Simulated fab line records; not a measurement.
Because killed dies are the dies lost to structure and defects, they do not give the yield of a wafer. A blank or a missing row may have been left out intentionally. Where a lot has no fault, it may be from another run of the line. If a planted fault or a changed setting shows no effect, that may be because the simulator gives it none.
Chamber matching :: flow n5-finfet :: N5_BEOL_M0_SAQP_SPACER2_ALD_26 on ald-sin-04 has 4 sister chambers
The step deposits SiO2, target thk 15 nm, pulse time 1 s, purge time 2 s. 18 wafers are shown with their chamber, then 9 later ones without.

## EACH WAFER AND ITS CHAMBER
wafer: L078.2
chamber: 0
heater-power-w (W): 473
precursor-pulse-height-rel: 1.007
chamber-pressure-Torr (Torr): 1.996

wafer: L078.3
chamber: 2
heater-power-w (W): 471
precursor-pulse-height-rel: 1.004
chamber-pressure-Torr (Torr): 2.001

wafer: L078.6
chamber: 2
heater-power-w (W): 475
precursor-pulse-height-rel: 0.995
chamber-pressure-Torr (Torr): 1.994

wafer: L081.3
chamber: 0
heater-power-w (W): 465
precursor-pulse-height-rel: 0.991
chamber-pressure-Torr (Torr): 1.997

wafer: L081.4
chamber: 3
heater-power-w (W): 473
precursor-pulse-height-rel: 0.991
chamber-pressure-Torr (Torr): 2.003

wafer: L081.5
chamber: 3
heater-power-w (W): 468
precursor-pulse-height-rel: 0.992
chamber-pressure-Torr (Torr): 1.999

wafer: L083.1
chamber: 2
heater-power-w (W): 479
precursor-pulse-height-rel: 1.024
chamber-pressure-Torr (Torr): 2.005

wafer: L083.2
chamber: 3
heater-power-w (W): 457
precursor-pulse-height-rel: 0.977
chamber-pressure-Torr (Torr): 2.000

wafer: L083.4
chamber: 0
heater-power-w (W): 475
precursor-pulse-height-rel: 0.989
chamber-pressure-Torr (Torr): 2.002

wafer: L087.2
chamber: 0
heater-power-w (W): 454
precursor-pulse-height-rel: 1.018
chamber-pressure-Torr (Torr): 2.010

wafer: L087.4
chamber: 2
heater-power-w (W): 483
precursor-pulse-height-rel: 1.000
chamber-pressure-Torr (Torr): 2.003

wafer: L087.6
chamber: 1
heater-power-w (W): 519
precursor-pulse-height-rel: 0.969
chamber-pressure-Torr (Torr): 1.995

wafer: L089.1
chamber: 2
heater-power-w (W): 467
precursor-pulse-height-rel: 0.994
chamber-pressure-Torr (Torr): 2.001

wafer: L089.3
chamber: 1
heater-power-w (W): 516
precursor-pulse-height-rel: 0.975
chamber-pressure-Torr (Torr): 1.998

wafer: L089.6
chamber: 0
heater-power-w (W): 471
precursor-pulse-height-rel: 0.999
chamber-pressure-Torr (Torr): 2.012

wafer: L092.1
chamber: 1
heater-power-w (W): 516
precursor-pulse-height-rel: 1.000
chamber-pressure-Torr (Torr): 2.003

wafer: L092.4
chamber: 0
heater-power-w (W): 461
precursor-pulse-height-rel: 1.004
chamber-pressure-Torr (Torr): 1.999

wafer: L092.5
chamber: 1
heater-power-w (W): 514
precursor-pulse-height-rel: 0.987
chamber-pressure-Torr (Torr): 2.000

SIGNATURES (averages over the wafers above)
reading: heater-power-w
chamber 0: 466.50
chamber 1: 516.25
chamber 2: 475.00
chamber 3: 466.00
scatter within a chamber: 6.71

reading: precursor-pulse-height-rel
chamber 0: 1.00133
chamber 1: 0.98275
chamber 2: 1.00340
chamber 3: 0.98667
scatter within a chamber: 0.0116

reading: chamber-pressure-Torr
chamber 0: 2.00267
chamber 1: 1.99900
chamber 2: 2.00080
chamber 3: 2.00067
scatter within a chamber: 0.00495
Rule: distance of a wafer from a chamber = root of the sum over the readings of ((wafer's reading minus chamber's mean) / reading's scatter) squared. If the next closest chamber is less than 2 further off than the closest, the wafer can't be placed; otherwise it belongs to the closest. The scatter is the square root of a quotient: the sum, over the shown wafers, of each reading's squared deviation from its chamber's mean, divided by wafers minus chambers.

## WAFERS WITHOUT THEIR CHAMBER
wafer: L093.3
heater-power-w (W): 475
precursor-pulse-height-rel: 0.972
chamber-pressure-Torr (Torr): 1.994

wafer: L093.4
heater-power-w (W): 477
precursor-pulse-height-rel: 0.986
chamber-pressure-Torr (Torr): 2.003

wafer: L093.5
heater-power-w (W): 464
precursor-pulse-height-rel: 0.981
chamber-pressure-Torr (Torr): 2.006

wafer: L095.2
heater-power-w (W): 520
precursor-pulse-height-rel: 0.994
chamber-pressure-Torr (Torr): 1.997

wafer: L095.3
heater-power-w (W): 465
precursor-pulse-height-rel: 0.991
chamber-pressure-Torr (Torr): 2.002

wafer: L095.4
heater-power-w (W): 475
precursor-pulse-height-rel: 1.026
chamber-pressure-Torr (Torr): 2.004

wafer: L097.2
heater-power-w (W): 447
precursor-pulse-height-rel: 1.002
chamber-pressure-Torr (Torr): 1.999

wafer: L097.3
heater-power-w (W): 453
precursor-pulse-height-rel: 0.997
chamber-pressure-Torr (Torr): 1.992

wafer: L097.4
heater-power-w (W): 515
precursor-pulse-height-rel: 1.012
chamber-pressure-Torr (Torr): 2.000

## EACH ONE'S CHAMBER
wafer: L093.3
from the rows above: can't be placed: 3 or 2 or 0
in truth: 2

wafer: L093.4
from the rows above: can't be placed: 2 or 3 or 0
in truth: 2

wafer: L093.5
from the rows above: can't be placed: 3 or 0 or 2
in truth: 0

wafer: L095.2
from the rows above: 1
in truth: 1

wafer: L095.3
from the rows above: can't be placed: 3 or 0 or 2
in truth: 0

wafer: L095.4
from the rows above: can't be placed: 2 or 0 or 3
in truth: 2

wafer: L097.2
from the rows above: can't be placed: 0 or 3 or 2
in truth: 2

wafer: L097.3
from the rows above: can't be placed: 3 or 0 or 2
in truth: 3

wafer: L097.4
from the rows above: 1
in truth: 1
Correctly placed: 2 of 9. Can't be placed from these rows: 7 (the true chamber is among the candidates in 7). Placed wrongly: 0.
